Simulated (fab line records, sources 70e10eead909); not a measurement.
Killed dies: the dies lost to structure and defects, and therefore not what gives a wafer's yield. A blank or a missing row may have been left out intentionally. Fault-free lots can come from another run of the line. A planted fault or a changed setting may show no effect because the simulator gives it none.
Chamber matching :: flow nand_harc :: NHARC_P_CONTACT_CMP_24 on cmp-04: 4 sister chambers
The step polishes, t overpolish 30 s, target thk 200 nm. 8 wafers are shown with their chamber, then 7 later ones without.

## WAFERS PAIRED WITH THEIR CHAMBERS
wafer: L081.6
chamber: 0
motor_current_A (A): 11.6
edge_zone_pressure_frac: 1.002

wafer: L085.1
chamber: 2
motor_current_A (A): 13.2
edge_zone_pressure_frac: 0.990

wafer: L085.6
chamber: 1
motor_current_A (A): 12.7
edge_zone_pressure_frac: 1.003

wafer: L090.2
chamber: 3
motor_current_A (A): 10.6
edge_zone_pressure_frac: 1.000

wafer: L090.4
chamber: 2
motor_current_A (A): 14.2
edge_zone_pressure_frac: 0.993

wafer: L090.5
chamber: 0
motor_current_A (A): 12.0
edge_zone_pressure_frac: 1.003

wafer: L093.1
chamber: 1
motor_current_A (A): 13.2
edge_zone_pressure_frac: 1.002

wafer: L093.3
chamber: 3
motor_current_A (A): 10.5
edge_zone_pressure_frac: 1.003

## WAFERS WHOSE CHAMBER IS MISSING
wafer: L093.4
motor_current_A (A): 14.1
edge_zone_pressure_frac: 0.997

wafer: L095.4
motor_current_A (A): 14.3
edge_zone_pressure_frac: 1.009

wafer: L095.5
motor_current_A (A): 14.1
edge_zone_pressure_frac: 0.998

wafer: L095.6
motor_current_A (A): 10.1
edge_zone_pressure_frac: 0.996

wafer: L096.2
motor_current_A (A): 13.7
edge_zone_pressure_frac: 1.002

wafer: L096.3
motor_current_A (A): 11.7
edge_zone_pressure_frac: 1.004

wafer: L096.6
motor_current_A (A): 10.2
edge_zone_pressure_frac: 1.010

## WHICH CHAMBER EACH WENT THROUGH
wafer: L093.4
from the rows above: can't be placed: 2 or 1
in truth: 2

wafer: L095.4
from the rows above: 1
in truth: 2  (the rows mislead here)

wafer: L095.5
from the rows above: can't be placed: 1 or 2
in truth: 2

wafer: L095.6
from the rows above: 3
in truth: 3

wafer: L096.2
from the rows above: 1
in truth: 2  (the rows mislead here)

wafer: L096.3
from the rows above: 0
in truth: 0

wafer: L096.6
from the rows above: can't be placed: 3 or 0
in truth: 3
2 of 7 placed correctly. Can't be placed from these rows: 3 (the true chamber is among the candidates in 3). Wrongly placed: 2.
How it was worked out, from the rows above alone: a wafer's distance from a chamber is the root of the sum, over the readings, of the square of ((its reading less the chamber's mean) divided by the reading's scatter). If the next closest chamber is less than 2 further off than the closest, the wafer can't be placed; otherwise it belongs to the closest. Each chamber's mean is taken over the wafers shown for it. The scatter: the root of (the sum of the squares of (reading less its chamber's mean) over the shown wafers, divided by (wafers less chambers)).
